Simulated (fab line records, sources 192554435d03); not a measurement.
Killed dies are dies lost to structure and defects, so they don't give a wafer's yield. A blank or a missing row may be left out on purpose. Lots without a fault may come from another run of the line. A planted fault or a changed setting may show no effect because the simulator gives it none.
One fault seen from 2 desks | flow n5_finfet | each desk has only its own numbers; what lay behind them comes last

THE TOOL OWNER'S DESK: rie_diel-05
The tool's own readings at N5_BEOL_M1_ETCH_63 (etches SiARC in CF4, target depth 15.6 nm, time 26 s): means of the sampled wafers that have a number, for each lot that ran on this tool. A lot is out of limits, marked OUT, if its mean lies more than 4 standard deviations from the usual mean; the brackets give that distance. Of its 8 readings 7 are shown: the one that was out of limits first, and those that lie furthest out on some lot.
Columns: A = chamber_pressure_mTorr at N5_BEOL_M1_ETCH_63, usual 40.01 mTorr; B = drypump_motor_current_A at N5_BEOL_M1_ETCH_63, usual 5.6 A; C = etch_rf_on_time_s at N5_BEOL_M1_ETCH_63, usual 26.3 s; D = oes_product_au at N5_BEOL_M1_ETCH_63, usual 0.66 a.u.; E = rf_fwd_power_W at N5_BEOL_M1_ETCH_63, usual 532.5 W; F = showerhead_plenum_p_Torr at N5_BEOL_M1_ETCH_63, usual 2.15 Torr; G = throttle_valve_pct at N5_BEOL_M1_ETCH_63, usual 15.59 %
lot  | first seen here | A     | B   | C               | D    | E     | F    | G
L397 | day 7 13:59     | 39.99 | 5.4 | 25.8            | 0.67 | 535.8 | 2.15 | 15.47
L402 | day 7 19:40     | 40.00 | 5.6 | 25.9            | 0.63 | 530.7 | 2.13 | 15.49
L406 | day 8 12:23     | 40.04 | 5.1 | 22.3 (-6.1) OUT | 0.80 | 531.0 | 2.19 | 15.41
L408 | day 9 01:02     | 40.03 | 6.0 | 24.0            | 0.78 | 530.0 | 2.22 | 15.56
L409 | day 9 09:35     | 40.00 | 5.6 | 22.9 (-5.2) OUT | 0.69 | 531.1 | 2.13 | 15.54
This desk's finding: out of limits on L406, L409; first on L406, day 8 12:23 (etch_rf_on_time_s at N5_BEOL_M1_ETCH_63). In limits: L397, L402, L408.

THE METROLOGY DESK
What the gauges read, lot by lot, whatever tool the lot ran on: means of the sampled wafers that have a number. A lot is out of limits, marked OUT, if its mean lies more than 4 standard deviations from the usual mean; the brackets give that distance. Of its 11 readings 7 are shown: those that lie furthest out on some lot.
Columns: A = cd_nm at N5_BEOL_M1_CD_MEAS_11, usual 17.11 nm; B = IOFF_N at N5_BEOL_M4_RC_MEAS_101, usual 0.148 nA/um; C = IOFF_P at N5_BEOL_M4_RC_MEAS_101, usual 0.19 nA/um; D = ION_P at N5_BEOL_M4_RC_MEAS_101, usual 460 uA/um; E = SS_P at N5_BEOL_M4_RC_MEAS_101, usual 73.0 mV/dec; F = VT_N at N5_BEOL_M4_RC_MEAS_101, usual 251 mV; G = VT_P at N5_BEOL_M4_RC_MEAS_101, usual -251.5 mV
lot  | first seen here | A     | B     | C    | D   | E    | F   | G
L397 | day 7 13:46     | 17.10 | 0.157 | 0.19 | 465 | 73.6 | 250 | -251.2
L399 | day 7 15:23     | 17.13 | 0.117 | 0.17 | 447 | 72.5 | 254 | -254.2
L403 | day 7 17:38     | 16.95 | 0.131 | 0.17 | 448 | 72.7 | 253 | -255.1
L402 | day 7 19:29     | 17.03 | 0.135 | 0.19 | 463 | 73.5 | 254 | -254.2
L406 | day 8 12:06     | 17.16 | 0.216 | 0.30 | 475 | 74.5 | 244 | -244.1
L408 | day 9 00:52     | 17.02 | 0.112 | 0.16 | 454 | 72.4 | 255 | -253.5
L409 | day 9 09:25     | 17.20 | 0.169 | 0.21 | 464 | 73.3 | 246 | -248.3
L415 | day 10 20:37    | 17.05 | 0.142 | 0.17 | 456 | 72.3 | 251 | -253.6
L416 | day 10 23:24    | 17.04 | 0.140 | 0.18 | 465 | 72.8 | 252 | -250.8
L419 | day 11 14:16    | 17.54 | 0.140 | 0.19 | 466 | 72.7 | 252 | -252.6
L420 | day 12 04:01    | 17.13 | 0.174 | 0.20 | 461 | 73.7 | 247 | -251.6
This desk's finding: nothing out of limits on any of the 11 lots.

PUT TOGETHER
The tool owner's desk could have raised an alarm at day 8 12:23, on L406, L409.
The metrology desk saw nothing out of limits.
The metrology desk has L406, L409 on record, within its limits.
Of the lots named, all ran N5_BEOL_M1_ETCH_63 on rie_diel-05.

WHAT THE SIMULATOR HAD PUT IN
Process parameter drift: rie_diel-05, from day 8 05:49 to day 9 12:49, at N5_BEOL_M1_ETCH_63. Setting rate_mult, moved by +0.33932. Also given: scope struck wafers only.
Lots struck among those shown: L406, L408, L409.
Hours from the fault's start to each desk's first reading out of limits: the tool owner's desk, 7.
